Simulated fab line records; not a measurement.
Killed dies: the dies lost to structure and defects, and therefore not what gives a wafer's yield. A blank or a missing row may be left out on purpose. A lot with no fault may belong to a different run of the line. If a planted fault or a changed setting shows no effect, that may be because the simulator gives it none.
Struck lot and sound lot, side by side	flow nand harc	40 steps out of a route of 1159
Sound: wafers L778.2, L778.3, L778.6. Struck: wafer L792.2 (L792.1, L792.6, from the same lot, were not struck and are left out); the cause is given at the end.
Each step with rows lists, per side, the tool, then ch with its chambers, then its first start. Under that, the readings that differ: sound wafers	struck wafers	difference of the means	sigmas: that difference in standard deviations of wafers without a fault.
alike: readings with means less than 2 such deviations apart, plus words and numbers identical on both sides. not compared: withheld readings, readings lacking a value on some wafer, bounds such as >300 that could conceal the same value, and numbers that have no deviation in the record and whose values overlap.
Wherever a step has rows on one side only, a row that says differs or no value, or a row with sigmas, the two part there. Non-overlapping numbers with no deviation appear without sigmas and do not part them. A reading missing from all wafers of one side parts the sides only when that side holds two or more wafers.

NHARC_A_CONTACT_CD_MEAS_08: the cd target is 100 nm.
  sound on cd sem-02 ch 0, day 16 19:50; struck on cd sem-01 ch 0, day 20 16:52
  alike: cd nm
NHARC_A_CONTACT_OVL_MEAS_09:
  struck on overlay-02, day 20 16:57; sound on overlay-02, day 16 19:56
  alike: overlay x nm, overlay y nm
NHARC_A_CONTACT_INSPECT_10:
  struck on defect inspect-02, day 20 16:59; sound on defect inspect-02, day 16 19:58
  alike: raw defect count
then, 3 steps without rows for these wafers: NHARC_A_CONTACT_DESCUM_13 (chemistry O2, time 3 s); NHARC_A_CONTACT_ETCH_88 (etches the open film in CF4, target depth 39 nm, time 65 s); NHARC_A_CONTACT_ETCH_89 (etches the open film in N2/H2, target depth 260 nm, time 475.3 s).
NHARC_A_CONTACT_ETCH_30: etches the open film in CF4/CHF3, target depth 60.5 nm, time 30.2 s.
  sound: rie diel-08 ch 2,3; struck: rie diel-07 ch 3
reading	sound	struck	difference	sigmas
bias w (W)	199.6 200.5 200.0	198.8	-1.2	-2
throttle valve pct (%)	16.808 16.801 16.802	16.823	+0.019	+2
  alike: drypump motor current A, oes product au, rf vpp V, showerhead plenum p Torr
  not compared: rf hours counter h
then, 3 steps without rows for these wafers: NHARC_A_CONTACT_ETCH_31 (etches the open film in O2/COS, target depth 2000 nm, time 520 s); NHARC_A_CONTACT_ETCH_134 (etches the open film in C4F8/O2/Ar, time 140 s, target depth 700 nm); NHARC_A_CONTACT_ETCH_135 (etches the open film in C4F8/O2/Ar, time 132 s, target depth 1287 nm).
NHARC_A_CONTACT_ETCH_136: etches the open film in C4F8/O2/Ar, time 132 s, target depth 1287 nm.
  sound on har cap etch-02 ch 0,1, day 16 22:06; struck on har cap etch-03 ch 1, day 20 18:22
  not compared: rf hours counter h
then, 1 step without rows for these wafers: NHARC_A_CONTACT_ETCH_137 (etches the open film in C4F8/O2/Ar, time 132 s, target depth 1287 nm).
NHARC_A_CONTACT_ETCH_138: etches the open film in C4F8/O2/Ar, time 132 s, target depth 1289 nm.
  sound on har cap etch-02 ch 0,1, day 16 22:20; struck on har cap etch-03 ch 1, day 20 18:37
  not compared: rf hours counter h
then, 1 step without rows for these wafers: NHARC_A_CONTACT_ETCH_139 (etches the open film in C4F8/O2/Ar, time 137 s, target depth 590 nm).
NHARC_A_CONTACT_ETCH_92: etches the open film in CH3F/O2, target depth 40 nm, time 85.7 s.
  sound on rie diel-08 ch 0,1,2, day 16 22:53; struck on rie diel-04 ch 0, day 20 19:08
reading	sound	struck	difference	sigmas
oes product au (a.u.)	0.926 0.917 0.914	0.990	+0.071	+3
  alike: bias w, drypump motor current A, rf vpp V, showerhead plenum p Torr, throttle valve pct
  not compared: rf hours counter h
then, 1 step without rows for these wafers: NHARC_A_CONTACT_ETCH_98 (etches the open film in C4F6/O2, target depth 20 nm, time 10 s).
NHARC_A_CONTACT_CD_MEAS_15:
  struck on cd sem-03, day 20 19:26; sound on cd sem-01, day 16 23:04
  alike: cd nm
then, 3 steps without rows for these wafers: NHARC_A_CONTACT_STRIP_107 (strips in N2/H2); NHARC_A_CONTACT_STRIP_108 (strips in CF4/CHF3); NHARC_A_CONTACT_STRIP_109 (strips in O2/COS).
NHARC_A_CONTACT_ETCH_110: etches the open film in CF4/O2, target depth 50 nm, overetch 5 nm, time 27.5 s.
  sound on rie diel-07 ch 1,2,3, day 16 23:29; struck on rie diel-07 ch 3, day 20 19:44
reading	sound	struck	difference	sigmas
throttle valve pct (%)	13.394 13.406 13.400	13.382	-0.018	-2
  alike: bias w, drypump motor current A, oes_o_777_au, oes product au, rf vpp V, showerhead plenum p Torr
  not compared: rf hours counter h
then, 3 steps without rows for these wafers: NHARC_A_CONTACT_STRIP_26 (strips in O2); NHARC_A_CONTACT_STRIP_27 (strips in post etch residue remover, time 600 s); NHARC_A_CONTACT_ALD_18 (deposits TiN, target thk 3 nm, pulse time 1 s, ald cycles 150).
NHARC_A_CONTACT_CVD_19: deposits W, target thk 300 nm, time 802 s.
  sound: cvd w-01 ch 0,1; struck: cvd w-02 ch 1
  alike: heater power w, mfc h2 sccm, throttle valve pct
then, 12 steps without rows for these wafers: NHARC_A_CONTACT_CMP_20 (polishes, t overpolish 30 s, target thk 300 nm); NHARC_A_CONTACT_SRD_22; NHARC_A_BLC_DEHYDRATE_00 (time 120 s); NHARC_A_BLC_HMDS_01 (time 30 s); NHARC_A_BLC_COAT_02 (time 75 s); NHARC_A_BLC_COAT_03 (time 65 s); NHARC_A_BLC_COAT_04 (resist thk 90 nm); NHARC_A_BLC_SOFTBAKE_05 (time 55 s); NHARC_A_BLC_EBR_06; NHARC_A_BLC_EXPOSE_07 (exposes mask A BLC, target cd 100 nm); NHARC_A_BLC_PEB_08 (peb time 65 s); NHARC_A_BLC_DEVELOP_09 (develop time 35 s).
NHARC_A_BLC_CD_MEAS_10: the cd target is 100 nm.
  sound on cd sem-02 ch 0, day 17 03:27; struck on cd sem-01 ch 0, day 21 03:52
  alike: cd nm
NHARC_A_BLC_OVL_MEAS_11:
  struck on overlay-01, day 21 03:58; sound on overlay-01, day 17 03:32
  alike: overlay x nm, overlay y nm
-- record jumps: 2 days between struck wafers' starts before vs after; left off in module A_BLC, resumes in module END, first step shown is number 1159 of the route --
NHARC_END_SORT_01:
  the record has rows for the struck wafers here (prober-01 ch 0, day 23 07:13) and none for the sound ones

## WHERE THEY PART
First at NHARC_A_CONTACT_ETCH_30; last, within this record, at NHARC_END_SORT_01.

WHY: what had been put in by the simulator
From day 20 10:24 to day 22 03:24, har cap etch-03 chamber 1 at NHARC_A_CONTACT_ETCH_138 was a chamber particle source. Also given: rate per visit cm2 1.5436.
